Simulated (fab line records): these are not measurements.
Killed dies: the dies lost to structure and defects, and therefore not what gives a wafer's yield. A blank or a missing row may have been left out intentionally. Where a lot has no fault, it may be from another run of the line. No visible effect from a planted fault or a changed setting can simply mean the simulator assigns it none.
Which tool was responsible? | flow n5Finfet | 63 wafers from 21 lots sampled at 6 of the route's 1938 steps

## WHAT EACH GAUGE READ, for each wafer
N5_SD_EPI_N_CD_MEAS_09: target cd 120 nm. Usual: cdNm at 120.0 nm, with a standard deviation of 0.89.
lot  | measured    | on       | cdNm (nm)         | flag
L074 | day 3 02:42 | cdSem-01 | 119.3 119.6 119.6 | 
L075 | day 3 08:40 | cdSem-03 | 121.6 119.8 120.2 | 
L076 | day 3 14:13 | cdSem-03 | 118.2 120.9 118.4 | 
L077 | day 3 18:33 | cdSem-01 | 119.5 120.3 118.3 | 
L078 | day 4 04:53 | cdSem-01 | 119.7 120.3 118.5 | 
L079 | day 4 06:54 | cdSem-01 | 119.8 119.7 119.4 | 
L080 | day 5 01:07 | cdSem-02 | 119.1 118.7 121.0 | 
L082 | day 5 02:42 | cdSem-01 | 119.7 121.5 119.9 | 
L083 | day 5 10:37 | cdSem-03 | 118.4 119.5 120.4 | 
L084 | day 5 16:50 | cdSem-03 | 120.6 119.3 119.0 | 
L085 | day 5 20:09 | cdSem-03 | 119.6 119.5 119.6 | 
L086 | day 6 04:04 | cdSem-02 | 118.9 119.9 118.3 | 
L087 | day 6 07:24 | cdSem-02 | 120.8 120.0 120.2 | 
L089 | day 6 19:05 | cdSem-03 | 120.6 118.9 119.5 | 
L090 | day 6 23:50 | cdSem-03 | 118.5 120.6 120.4 | 
L091 | day 7 10:58 | cdSem-02 | 119.5 121.6 120.9 | 
L092 | day 7 15:58 | cdSem-02 | 120.5 120.2 120.2 | 
L093 | day 7 19:04 | cdSem-01 | 119.8 119.8 119.7 | 
L095 | day 8 04:52 | cdSem-01 | 120.9 120.7 119.4 | 
L096 | day 8 14:47 | cdSem-01 | 120.9 121.1 120.5 | 
L097 | day 8 20:50 | cdSem-01 | 119.0 120.3 120.7 | 

N5_SD_EPI_P_EPI_MEAS_23. Usual: thkNm at 60.8 nm, with a standard deviation of 1.1.
lot  | measured    | on           | thkNm (nm)     | flag
L074 | day 3 10:38 | filmMetro-01 | 62.3 59.8 61.1 | 
L075 | day 3 17:17 | filmMetro-01 | 59.8 60.6 62.9 | 
L076 | day 3 22:33 | filmMetro-01 | 59.6 59.7 61.1 | 
L077 | day 4 03:23 | filmMetro-01 | 60.8 59.5 59.2 | 
L078 | day 4 13:17 | filmMetro-01 | 61.6 61.4 62.5 | 
L079 | day 4 15:05 | filmMetro-02 | 60.6 59.8 62.6 | 
L080 | day 5 09:10 | filmMetro-01 | 60.7 59.9 59.4 | 
L082 | day 5 10:44 | filmMetro-02 | 60.0 60.1 59.1 | 
L083 | day 5 20:17 | filmMetro-02 | 61.8 59.6 60.2 | 
L084 | day 6 05:02 | filmMetro-01 | 61.5 60.2 61.7 | 
L085 | day 6 05:10 | filmMetro-01 | 62.8 59.7 57.2 | 
L086 | day 6 13:58 | filmMetro-01 | 60.6 59.9 59.9 | 
L087 | day 6 15:39 | filmMetro-02 | 61.9 60.4 61.2 | 
L089 | day 7 05:22 | filmMetro-02 | 61.5 59.1 60.6 | 
L090 | day 7 09:38 | filmMetro-02 | 60.8 62.4 61.7 | 
L091 | day 7 19:47 | filmMetro-02 | 61.0 61.5 60.9 | 
L092 | day 8 01:41 | filmMetro-02 | 58.4 61.0 60.8 | 
L093 | day 8 06:01 | filmMetro-02 | 60.5 61.8 60.9 | 
L095 | day 8 16:03 | filmMetro-01 | 59.8 61.4 60.4 | 
L096 | day 9 01:37 | filmMetro-02 | 58.4 59.8 59.0 | 
L097 | day 9 08:17 | filmMetro-01 | 60.0 58.7 61.4 | 

N5_ILD0_THK_MEAS_08. Usual: thkNm at 139.4 nm, with a standard deviation of 0.99.
lot  | measured    | on           | thkNm (nm)        | flag
L074 | day 3 15:36 | filmMetro-01 | 137.8 140.3 138.1 | 
L075 | day 3 21:16 | filmMetro-02 | 139.3 139.0 140.0 | 
L076 | day 4 02:39 | filmMetro-01 | 140.3 140.5 139.1 | 
L077 | day 4 07:34 | filmMetro-02 | 139.6 138.4 139.3 | 
L078 | day 4 18:14 | filmMetro-02 | 139.7 140.4 138.8 | 
L079 | day 4 19:25 | filmMetro-01 | 139.0 138.5 139.3 | 
L080 | day 5 13:15 | filmMetro-01 | 140.0 138.6 138.8 | 
L082 | day 5 14:41 | filmMetro-01 | 140.1 140.7 138.5 | 
L083 | day 6 00:14 | filmMetro-02 | 137.8 138.5 138.0 | 
L084 | day 6 09:59 | filmMetro-01 | 139.3 139.0 138.4 | 
L085 | day 6 10:13 | filmMetro-01 | 138.6 139.1 138.9 | 
L086 | day 6 18:11 | filmMetro-01 | 139.0 138.4 139.9 | 
L087 | day 6 19:38 | filmMetro-01 | 138.8 141.9 139.4 | 
L089 | day 7 09:38 | filmMetro-01 | 139.9 138.7 140.0 | 
L090 | day 7 13:57 | filmMetro-01 | 138.9 139.7 141.2 | 
L091 | day 7 23:44 | filmMetro-01 | 141.4 138.9 140.7 | 
L092 | day 8 05:38 | filmMetro-02 | 139.7 140.3 140.8 | 
L093 | day 8 10:08 | filmMetro-01 | 139.4 140.6 138.8 | 
L095 | day 8 20:07 | filmMetro-01 | 138.9 138.6 139.4 | 
L096 | day 9 05:56 | filmMetro-01 | 140.7 139.8 140.5 | 
L097 | day 9 12:20 | filmMetro-01 | 140.0 139.2 138.2 | 

## EACH LOT AND THE TOOL THAT RAN IT (in order: tool; ch and the chambers of the sampled wafers; start)
lot  | N5_SD_EPI_P_DESCUM_14            | N5_SD_EPI_P_ETCH_36              | N5_SD_EPI_P_ETCH_16
L074 | rieDiel-03 ch 0,1,2, day 3 07:06 | rieDiel-03 ch 0,1,2, day 3 07:08 | rieDiel-03 ch 0,1,2, day 3 07:43
L075 | rieDiel-05 ch 0,3, day 3 13:45   | rieDiel-05 ch 0,3, day 3 13:47   | rieDiel-05 ch 0,3, day 3 14:22
L076 | rieDiel-05 ch 2,3, day 3 18:59   | rieDiel-05 ch 2,3, day 3 19:02   | rieDiel-05 ch 2,3, day 3 19:37
L077 | rieDiel-01 ch 1,2, day 3 23:49   | rieDiel-01 ch 1,2, day 3 23:50   | rieDiel-01 ch 1,2, day 4 00:25
L078 | rieDiel-05 ch 0,1,2, day 4 09:44 | rieDiel-05 ch 0,1,2, day 4 09:47 | rieDiel-05 ch 0,1,2, day 4 10:22
L079 | rieDiel-03 ch 0,1,2, day 4 11:31 | rieDiel-03 ch 0,1,2, day 4 11:34 | rieDiel-03 ch 0,1,2, day 4 12:08
L080 | rieDiel-01 ch 2,3, day 5 05:37   | rieDiel-01 ch 2,3, day 5 05:40   | rieDiel-01 ch 2,3, day 5 06:14
L082 | rieDiel-01 ch 0,1, day 5 07:11   | rieDiel-01 ch 0,1, day 5 07:13   | rieDiel-01 ch 0,1, day 5 07:48
L083 | rieDiel-01 ch 0,2, day 5 15:55   | rieDiel-01 ch 0,2, day 5 15:56   | rieDiel-01 ch 0,2, day 5 16:31
L084 | rieDiel-03 ch 0,1, day 6 00:36   | rieDiel-03 ch 0,1, day 6 00:38   | rieDiel-03 ch 0,1, day 6 01:13
L085 | rieDiel-01 ch 1,2,3, day 6 00:46 | rieDiel-01 ch 1,2,3, day 6 00:47 | rieDiel-01 ch 1,2,3, day 6 01:22
L086 | rieDiel-05 ch 0,2,3, day 6 09:35 | rieDiel-05 ch 0,2,3, day 6 09:37 | rieDiel-05 ch 0,2,3, day 6 10:12
L087 | rieDiel-05 ch 1,2, day 6 12:04   | rieDiel-05 ch 1,2, day 6 12:06   | rieDiel-05 ch 1,2, day 6 12:41
L089 | rieDiel-05 ch 0,1,2, day 7 00:41 | rieDiel-05 ch 0,1,2, day 7 00:43 | rieDiel-05 ch 0,1,2, day 7 01:17
L090 | rieDiel-01 ch 0,1, day 7 06:04   | rieDiel-01 ch 0,1, day 7 06:06   | rieDiel-01 ch 0,1, day 7 06:41
L091 | rieDiel-05 ch 0,1,2, day 7 16:14 | rieDiel-05 ch 0,1,2, day 7 16:16 | rieDiel-05 ch 0,1,2, day 7 16:51
L092 | rieDiel-05 ch 0,1,2, day 7 21:17 | rieDiel-05 ch 0,1,2, day 7 21:19 | rieDiel-05 ch 0,1,2, day 7 21:53
L093 | rieDiel-03 ch 0,1,2, day 8 00:11 | rieDiel-03 ch 0,1,2, day 8 00:13 | rieDiel-03 ch 0,1,2, day 8 00:48
L095 | rieDiel-05 ch 0,1,2, day 8 11:39 | rieDiel-05 ch 0,1,2, day 8 11:41 | rieDiel-05 ch 0,1,2, day 8 12:16
L096 | rieDiel-01 ch 1,2,3, day 8 21:14 | rieDiel-01 ch 1,2,3, day 8 21:16 | rieDiel-01 ch 1,2,3, day 8 21:50
L097 | rieDiel-05 ch 2,3, day 9 03:44   | rieDiel-05 ch 2,3, day 9 03:46   | rieDiel-05 ch 2,3, day 9 04:21
- N5_SD_EPI_P_DESCUM_14: chemistry O2, time 7.9 s.
- N5_SD_EPI_P_ETCH_36: etches SiARC in CF4, target depth 45.5 nm, time 75.8 s.
- N5_SD_EPI_P_ETCH_16: etches SiO2 in CHF3/O2, target depth 5 nm.

## WHAT THE TOOLS THEMSELVES READ (means of the sampled wafers that have a number; where no wafer has one, the mark that the record gives instead)
N5_SD_EPI_P_DESCUM_14. Usual: chamberPressureMTorr 20.000 mTorr, standard deviation 0.018; drypumpMotorCurrentA 5.8 A, standard deviation 0.49; o2FlowSccm 225.0 sccm, standard deviation 0.74; oesProductAu 0.82 a.u., standard deviation 0.097; rfFwdPowerW 49.43 W, standard deviation 0.16; rfVppV 242.8 V, standard deviation 1.2; showerheadPlenumPTorr 2.07 Torr, standard deviation 0.05; throttleValvePct 20.28 %, standard deviation 0.27.
lot  | tool       | chamberPressureMTorr (mTorr) | drypumpMotorCurrentA (A) | o2FlowSccm (sccm) | oesProductAu (a.u.) | rfFwdPowerW (W) | rfVppV (V) | showerheadPlenumPTorr (Torr) | throttleValvePct (%) | flag
L074 | rieDiel-03 | 19.989                       | 5.5                      | 225.3             | 0.72                | 49.49           | 242.0      | 2.07                         | 20.63                | 
L075 | rieDiel-05 | 19.995                       | 5.8                      | 224.4             | 0.72                | 49.54           | 243.7      | 2.11                         | 20.46                | 
L076 | rieDiel-05 | 19.999                       | 5.6                      | 224.5             | 0.85                | 49.50           | 243.7      | 2.13                         | 20.05                | 
L077 | rieDiel-01 | 19.984                       | 5.6                      | 225.1             | 0.88                | 49.26           | 241.8      | 2.03                         | 20.29                | 
L078 | rieDiel-05 | 20.006                       | 5.8                      | 225.0             | 0.87                | 49.43           | 242.8      | 2.09                         | 20.11                | 
L079 | rieDiel-03 | 19.976                       | 5.5                      | 224.9             | 0.83                | 49.47           | 242.6      | 2.06                         | 20.47                | 
L080 | rieDiel-01 | 19.982                       | 5.8                      | 225.5             | 0.88                | 49.43           | 242.0      | 2.03                         | 20.18                | 
L082 | rieDiel-01 | 19.985                       | 5.9                      | 224.6             | 0.73                | 49.31           | 242.7      | 2.07                         | 20.58                | 
L083 | rieDiel-01 | 20.001                       | 5.7                      | 225.3             | 0.87                | 49.48           | 242.7      | 2.07                         | 20.38                | 
L084 | rieDiel-03 | 20.025                       | 6.0                      | 224.7             | 0.79                | 49.65           | 241.8      | 2.05                         | 20.43                | 
L085 | rieDiel-01 | 20.016                       | 5.9                      | 225.6             | 0.80                | 49.41           | 240.8      | 2.01                         | 20.27                | 
L086 | rieDiel-05 | 19.997                       | 5.9                      | 225.5             | 0.89                | 49.40           | 243.6      | 2.09                         | 20.23                | 
L087 | rieDiel-05 | 20.013                       | 5.6                      | 225.2             | 0.89                | 49.43           | 243.5      | 2.12                         | 19.92                | 
L089 | rieDiel-05 | 20.015                       | 5.8                      | 225.7             | 0.84                | 49.20           | 242.9      | 2.08                         | 20.13                | 
L090 | rieDiel-01 | 20.011                       | 5.9                      | 225.5             | 0.72                | 49.55           | 243.2      | 2.06                         | 20.60                | 
L091 | rieDiel-05 | 20.013                       | 5.8                      | 224.6             | 0.83                | 49.40           | 243.1      | 2.08                         | 20.15                | 
L092 | rieDiel-05 | 20.010                       | 5.8                      | 225.0             | 0.83                | 49.39           | 242.6      | 2.08                         | 20.14                | 
L093 | rieDiel-03 | 20.011                       | 5.5                      | 224.3             | 0.78                | 49.52           | 242.3      | 2.06                         | 20.50                | 
L095 | rieDiel-05 | 19.980                       | 5.8                      | 224.8             | 0.82                | 49.25           | 243.5      | 2.08                         | 20.15                | 
L096 | rieDiel-01 | 19.988                       | 5.9                      | 224.8             | 0.77                | 49.41           | 241.9      | 2.00                         | 20.30                | 
L097 | rieDiel-05 | 20.014                       | 5.6                      | 224.6             | 0.92                | 49.54           | 243.1      | 2.12                         | 20.19                | 

N5_SD_EPI_P_ETCH_36. Usual: chamberPressureMTorr 40.00 mTorr, standard deviation 0.039; drypumpMotorCurrentA 5.8 A, standard deviation 0.49; etchRfOnTimeS 75.4 s, standard deviation 2.6; oesProductAu 0.70 a.u., standard deviation 0.083; rfFwdPowerW 540.3 W, standard deviation 1.9; rfVppV 183.9 V, standard deviation 1; showerheadPlenumPTorr 2.13 Torr, standard deviation 0.049; throttleValvePct 15.50 %, standard deviation 0.28.
lot  | tool       | chamberPressureMTorr (mTorr) | drypumpMotorCurrentA (A) | etchRfOnTimeS (s) | oesProductAu (a.u.) | rfFwdPowerW (W) | rfVppV (V) | showerheadPlenumPTorr (Torr) | throttleValvePct (%) | flag
L074 | rieDiel-03 | 40.01                        | 5.5                      | 75.2              | 0.62                | 541.6           | 183.6      | 2.14                         | 15.92                | 
L075 | rieDiel-05 | 40.02                        | 5.8                      | 74.0              | 0.63                | 539.4           | 184.3      | 2.16                         | 15.78                | 
L076 | rieDiel-05 | 39.99                        | 5.7                      | 76.0              | 0.73                | 540.1           | 184.0      | 2.18                         | 15.29                | 
L077 | rieDiel-01 | 39.97                        | 5.6                      | 74.6              | 0.76                | 540.8           | 183.6      | 2.08                         | 15.42                | 
L078 | rieDiel-05 | 39.99                        | 5.9                      | 76.4              | 0.75                | 539.0           | 184.5      | 2.14                         | 15.29                | 
L079 | rieDiel-03 | 39.97                        | 5.5                      | 73.8              | 0.71                | 540.3           | 183.8      | 2.14                         | 15.75                | 
L080 | rieDiel-01 | 39.98                        | 5.8                      | 75.8              | 0.75                | 541.3           | 183.6      | 2.09                         | 15.39                | 
L082 | rieDiel-01 | 39.99                        | 5.9                      | 77.2              | 0.63                | 540.5           | 183.9      | 2.11                         | 15.66                | 
L083 | rieDiel-01 | 40.00                        | 5.7                      | 75.4              | 0.74                | 538.8           | 184.4      | 2.11                         | 15.43                | 
L084 | rieDiel-03 | 40.02                        | 5.9                      | 75.1              | 0.67                | 542.3           | 183.9      | 2.14                         | 15.84                | 
L085 | rieDiel-01 | 39.99                        | 5.9                      | 77.3              | 0.66                | 539.1           | 182.7      | 2.07                         | 15.52                | 
L086 | rieDiel-05 | 40.01                        | 5.9                      | 73.6              | 0.77                | 540.1           | 184.0      | 2.15                         | 15.38                | 
L087 | rieDiel-05 | 40.04                        | 5.6                      | 76.8              | 0.75                | 539.2           | 185.2      | 2.17                         | 15.12                | 
L089 | rieDiel-05 | 40.01                        | 5.8                      | 76.5              | 0.72                | 540.5           | 184.2      | 2.14                         | 15.33                | 
L090 | rieDiel-01 | 40.02                        | 5.9                      | 77.5              | 0.62                | 541.4           | 183.6      | 2.10                         | 15.68                | 
L091 | rieDiel-05 | 39.98                        | 5.8                      | 76.7              | 0.71                | 539.9           | 184.7      | 2.14                         | 15.35                | 
L092 | rieDiel-05 | 40.00                        | 5.8                      | 76.1              | 0.71                | 539.6           | 184.6      | 2.14                         | 15.34                | 
L093 | rieDiel-03 | 40.00                        | 5.5                      | 73.7              | 0.67                | 540.3           | 184.6      | 2.13                         | 15.82                | 
L095 | rieDiel-05 | 40.04                        | 5.8                      | 75.7              | 0.71                | 539.6           | 184.1      | 2.13                         | 15.36                | 
L096 | rieDiel-01 | 40.01                        | 5.9                      | 76.1              | 0.65                | 541.7           | 183.2      | 2.06                         | 15.56                | 
L097 | rieDiel-05 | 39.99                        | 5.5                      | 72.6              | 0.80                | 539.6           | 184.5      | 2.18                         | 15.35                | 

N5_SD_EPI_P_ETCH_16. Usual: chamberPressureMTorr 30.002 mTorr, standard deviation 0.027; drypumpMotorCurrentA 5.8 A, standard deviation 0.49; oes_f_703_au 0.83 a.u., standard deviation 0.092; oesProductAu 0.82 a.u., standard deviation 0.095; rfFwdPowerW 643.5 W, standard deviation 2.4; rfVppV 518 V, standard deviation 15; showerheadPlenumPTorr 2.39 Torr, standard deviation 0.057; throttleValvePct 18.79 %, standard deviation 0.25.
lot  | tool       | chamberPressureMTorr (mTorr) | drypumpMotorCurrentA (A) | oes_f_703_au (a.u.) | oesProductAu (a.u.) | rfFwdPowerW (W) | rfVppV (V) | showerheadPlenumPTorr (Torr) | throttleValvePct (%) | flag
L074 | rieDiel-03 | 30.010                       | 5.5                      | 0.73                | 0.72                | 644.6           | 522        | 2.40                         | 19.16                | 
L075 | rieDiel-05 | 30.008                       | 5.8                      | 0.77                | 0.73                | 644.5           | 514        | 2.43                         | 18.99                | 
L076 | rieDiel-05 | 30.004                       | 5.6                      | 0.85                | 0.85                | 645.7           | 529        | 2.45                         | 18.57                | 
L077 | rieDiel-01 | 30.005                       | 5.6                      | 0.88                | 0.88                | 642.1           | 517        | 2.34                         | 18.77                | 
L078 | rieDiel-05 | 29.994                       | 5.8                      | 0.87                | 0.86                | 644.9           | 516        | 2.42                         | 18.60                | 
L079 | rieDiel-03 | 30.004                       | 5.5                      | 0.82                | 0.81                | 646.9           | 523        | 2.40                         | 19.03                | 
L080 | rieDiel-01 | 30.020                       | 5.8                      | 0.88                | 0.87                | 641.4           | 509        | 2.35                         | 18.71                | 
L082 | rieDiel-01 | 30.007                       | 5.9                      | 0.74                | 0.73                | 640.6           | 533        | 2.37                         | 18.94                | 
L083 | rieDiel-01 | 30.021                       | 5.7                      | 0.87                | 0.87                | 642.2           | 526        | 2.38                         | 18.78                | 
L084 | rieDiel-03 | 29.993                       | 6.0                      | 0.78                | 0.78                | 646.0           | 513        | 2.39                         | 19.09                | 
L085 | rieDiel-01 | 29.998                       | 5.9                      | 0.81                | 0.78                | 643.9           | 507        | 2.33                         | 18.80                | 
L086 | rieDiel-05 | 29.986                       | 5.9                      | 0.91                | 0.89                | 643.2           | 516        | 2.41                         | 18.70                | 
L087 | rieDiel-05 | 29.973                       | 5.6                      | 0.86                | 0.87                | 645.5           | 528        | 2.45                         | 18.44                | 
L089 | rieDiel-05 | 29.997                       | 5.8                      | 0.84                | 0.84                | 643.7           | 516        | 2.41                         | 18.65                | 
L090 | rieDiel-01 | 29.993                       | 5.9                      | 0.73                | 0.73                | 642.0           | 532        | 2.37                         | 18.96                | 
L091 | rieDiel-05 | 29.999                       | 5.8                      | 0.83                | 0.83                | 644.0           | 515        | 2.41                         | 18.66                | 
L092 | rieDiel-05 | 29.988                       | 5.9                      | 0.83                | 0.82                | 643.4           | 516        | 2.41                         | 18.66                | 
L093 | rieDiel-03 | 29.989                       | 5.5                      | 0.78                | 0.78                | 644.1           | 521        | 2.39                         | 19.06                | 
L095 | rieDiel-05 | 29.986                       | 5.8                      | 0.82                | 0.82                | 643.6           | 516        | 2.40                         | 18.66                | 
L096 | rieDiel-01 | 30.004                       | 5.9                      | 0.78                | 0.76                | 644.7           | 506        | 2.32                         | 18.84                | 
L097 | rieDiel-05 | 30.005                       | 5.6                      | 0.94                | 0.93                | 642.4           | 526        | 2.45                         | 18.66                | 

## THE ANSWER, worked out from the rows above alone
Rule: take the mean of a lot's wafers that have a number; if it is more than 3 standard deviations from the usual mean, the lot is off. A lot without any number at a reading at which 4 lots or more have one is off too. The other lots that the step has rows for count as sound. The gauges are gone through in route order, then the tools' own readings, and for those a lot's mean is taken as printed above. The first step at which some lot is off is used, and at that step the reading that is off furthest; a lot without a number counts as furthest.
None of the lots is off at any reading shown; this tells nothing.

## WHAT WAS PUT IN BY THE SIMULATOR
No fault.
